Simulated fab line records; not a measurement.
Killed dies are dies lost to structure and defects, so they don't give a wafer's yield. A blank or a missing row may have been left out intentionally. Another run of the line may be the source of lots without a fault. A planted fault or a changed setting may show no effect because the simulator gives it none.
Lot-split experiment || flow n5_finfet || on a route of 1938 steps: 7 lots, 21 wafers read

SPLIT DETAILS
At N5_BEOL_M15_COAT_22 (resist thk 800 nm), the setting spin_rpm was moved away from the recipe's 1704 rpm on 11 of the 21 wafers read, by -9.6% to +8.6%. This setting was run at the recipe's value on the other wafers.

FROM THE SPLIT TO THE READING: what the file shows between them, 4 steps
- N5_BEOL_M15_EBR_24
- N5_BEOL_M15_SOFTBAKE_23: time 60 s
- N5_BEOL_M15_DESCUM_33: chemistry O2, time 7.9 s
- N5_BEOL_M15_ETCH_61: etches BARC in N2/H2, target depth 89 nm, overetch 26.7 nm, time 67.9 s

THE READING
coat_of_BEOL_M15_COAT_22.thk_nm (the simulator's own value, which no gauge read), in nm, at N5_BEOL_M15_TRENCH_ETCH_34 (etches SiO2 in C4F8/O2/Ar, target depth 872.93 nm, time 199 s). No usual value for it is given in the file. The 10 wafers here that ran the recipe average 543.2 nm, standard deviation 5.3 nm.

{"wafer": "L074.2", "tool, chamber at the split": "litho_track-05, 0", "spin_rpm as run, rpm": 1704, "against the recipe": "recipe", "coat_of_BEOL_M15_COAT_22.thk_nm, nm": 542.2, "against lot-mates on the recipe": "-"}
{"wafer": "L074.3", "tool, chamber at the split": "litho_track-05, 0", "spin_rpm as run, rpm": 1833, "against the recipe": "+7.6%", "coat_of_BEOL_M15_COAT_22.thk_nm, nm": 501, "against lot-mates on the recipe": -41.2}
{"wafer": "L074.4", "tool, chamber at the split": "litho_track-05, 0", "spin_rpm as run, rpm": 1833, "against the recipe": "+7.6%", "coat_of_BEOL_M15_COAT_22.thk_nm, nm": 508.4, "against lot-mates on the recipe": -33.8}
{"wafer": "L085.2", "tool, chamber at the split": "litho_track-03, 0", "spin_rpm as run, rpm": 1704, "against the recipe": "recipe", "coat_of_BEOL_M15_COAT_22.thk_nm, nm": 547.2, "against lot-mates on the recipe": "-"}
{"wafer": "L085.3", "tool, chamber at the split": "litho_track-03, 0", "spin_rpm as run, rpm": 1540, "against the recipe": "-9.6%", "coat_of_BEOL_M15_COAT_22.thk_nm, nm": 577.6, "against lot-mates on the recipe": "+30.4"}
{"wafer": "L085.4", "tool, chamber at the split": "litho_track-03, 0", "spin_rpm as run, rpm": 1540, "against the recipe": "-9.6%", "coat_of_BEOL_M15_COAT_22.thk_nm, nm": 584.6, "against lot-mates on the recipe": "+37.4"}
{"wafer": "L088.3", "tool, chamber at the split": "litho_track-05, 0", "spin_rpm as run, rpm": 1704, "against the recipe": "recipe", "coat_of_BEOL_M15_COAT_22.thk_nm, nm": 541.4, "against lot-mates on the recipe": "-"}
{"wafer": "L088.4", "tool, chamber at the split": "litho_track-05, 0", "spin_rpm as run, rpm": 1570, "against the recipe": "-7.9%", "coat_of_BEOL_M15_COAT_22.thk_nm, nm": 574, "against lot-mates on the recipe": "+32.6"}
{"wafer": "L088.5", "tool, chamber at the split": "litho_track-05, 0", "spin_rpm as run, rpm": 1570, "against the recipe": "-7.9%", "coat_of_BEOL_M15_COAT_22.thk_nm, nm": 562.6, "against lot-mates on the recipe": "+21.2"}
{"wafer": "L086.1", "tool, chamber at the split": "litho_track-03, 0", "spin_rpm as run, rpm": 1643, "against the recipe": "-3.6%", "coat_of_BEOL_M15_COAT_22.thk_nm, nm": 549, "against lot-mates on the recipe": "no lot-mate on the recipe"}
{"wafer": "L086.4", "tool, chamber at the split": "litho_track-03, 0", "spin_rpm as run, rpm": 1643, "against the recipe": "-3.6%", "coat_of_BEOL_M15_COAT_22.thk_nm, nm": 546.8, "against lot-mates on the recipe": "no lot-mate on the recipe"}
{"wafer": "L086.6", "tool, chamber at the split": "litho_track-03, 0", "spin_rpm as run, rpm": 1643, "against the recipe": "-3.6%", "coat_of_BEOL_M15_COAT_22.thk_nm, nm": 549.4, "against lot-mates on the recipe": "no lot-mate on the recipe"}
{"wafer": "L092.3", "tool, chamber at the split": "litho_track-05, 0", "spin_rpm as run, rpm": 1704, "against the recipe": "recipe", "coat_of_BEOL_M15_COAT_22.thk_nm, nm": 538.4, "against lot-mates on the recipe": "-"}
{"wafer": "L092.5", "tool, chamber at the split": "litho_track-05, 0", "spin_rpm as run, rpm": 1704, "against the recipe": "recipe", "coat_of_BEOL_M15_COAT_22.thk_nm, nm": 544.2, "against lot-mates on the recipe": "-"}
{"wafer": "L092.6", "tool, chamber at the split": "litho_track-05, 0", "spin_rpm as run, rpm": 1704, "against the recipe": "recipe", "coat_of_BEOL_M15_COAT_22.thk_nm, nm": 534.4, "against lot-mates on the recipe": "-"}
{"wafer": "L091.1", "tool, chamber at the split": "litho_track-03, 0", "spin_rpm as run, rpm": 1704, "against the recipe": "recipe", "coat_of_BEOL_M15_COAT_22.thk_nm, nm": 550.8, "against lot-mates on the recipe": "-"}
{"wafer": "L091.4", "tool, chamber at the split": "litho_track-03, 0", "spin_rpm as run, rpm": 1704, "against the recipe": "recipe", "coat_of_BEOL_M15_COAT_22.thk_nm, nm": 548, "against lot-mates on the recipe": "-"}
{"wafer": "L091.5", "tool, chamber at the split": "litho_track-03, 0", "spin_rpm as run, rpm": 1704, "against the recipe": "recipe", "coat_of_BEOL_M15_COAT_22.thk_nm, nm": 549, "against lot-mates on the recipe": "-"}
{"wafer": "L095.2", "tool, chamber at the split": "litho_track-05, 0", "spin_rpm as run, rpm": 1704, "against the recipe": "recipe", "coat_of_BEOL_M15_COAT_22.thk_nm, nm": 536.4, "against lot-mates on the recipe": "-"}
{"wafer": "L095.3", "tool, chamber at the split": "litho_track-05, 0", "spin_rpm as run, rpm": 1850, "against the recipe": "+8.6%", "coat_of_BEOL_M15_COAT_22.thk_nm, nm": 505, "against lot-mates on the recipe": -31.4}
{"wafer": "L095.5", "tool, chamber at the split": "litho_track-05, 0", "spin_rpm as run, rpm": 1850, "against the recipe": "+8.6%", "coat_of_BEOL_M15_COAT_22.thk_nm, nm": 502.6, "against lot-mates on the recipe": -33.8}

THE FIT
A straight line over all 21 wafers: coat_of_BEOL_M15_COAT_22.thk_nm changes by -4.08 nm for each +1% of spin_rpm; r = -0.97; the points scatter about the line by 6.1 nm.
The same after taking each lot's own level away (the mean of its wafers on the recipe; 18 wafers): -3.87 nm for each +1%; r = -0.98; scatter 4.4 nm.
Per that fit: largest spin_rpm move, reading shift of 37 nm.
Measured against the standard deviation above, the lots' own levels, which go from 536.40 to 549.27 nm, span 2.4 times it.
So the lot-to-lot level changes the slope little: the two slopes agree.
Check: for one of the wafers moved furthest among these (-9.6%), held out of the fit, the line's prediction against its lot-mates is +37 nm. It came out at +30.4 nm against them.

OTHER SPLITS ON THESE WAFERS
Before the reading, these wafers also passed through other splits. Each is held against what the fit with the lots' levels taken away leaves over:
{"other split on the same wafers": "N5_BEOL_M13_DESCUM_33 time_s", "wafers away from the commonest value": 8, "r with coat_of_BEOL_M15_COAT_22.thk_nm (lot level and that fit taken away)": "+0.03"}

THE WHOLE CHAIN: every reading that the file lists as answering this split, in the file's order
{"step": "N5_BEOL_M15_COAT_22", "what it does": "resist thk 800 nm", "reading": "coat_of_BEOL_M15_COAT_22.thk_nm (the simulator's own value, which no gauge read)", "change (the file's fit)": "-4.06 nm for each +1% of the setting", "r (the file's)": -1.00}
{"step": "N5_BEOL_M15_ETCH_61", "what it does": "etches BARC in N2/H2, target depth 89 nm, overetch 26.7 nm, time 67.9 s", "reading": "coat_of_BEOL_M15_COAT_22.thk_nm (the simulator's own value, which no gauge read)", "change (the file's fit)": "-3.99 nm for each +1% of the setting", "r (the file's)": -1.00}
{"step": "N5_BEOL_M15_TRENCH_ETCH_34", "what it does": "etches SiO2 in C4F8/O2/Ar, target depth 872.93 nm, time 199 s", "reading": "coat_of_BEOL_M15_COAT_22.thk_nm (the simulator's own value, which no gauge read)", "change (the file's fit)": "-3.86 nm for each +1% of the setting", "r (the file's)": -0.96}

THE FILE'S OWN FIT
coat_of_BEOL_M15_COAT_22.thk_nm changes by -3.86 nm for each +1% of spin_rpm, r = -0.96.
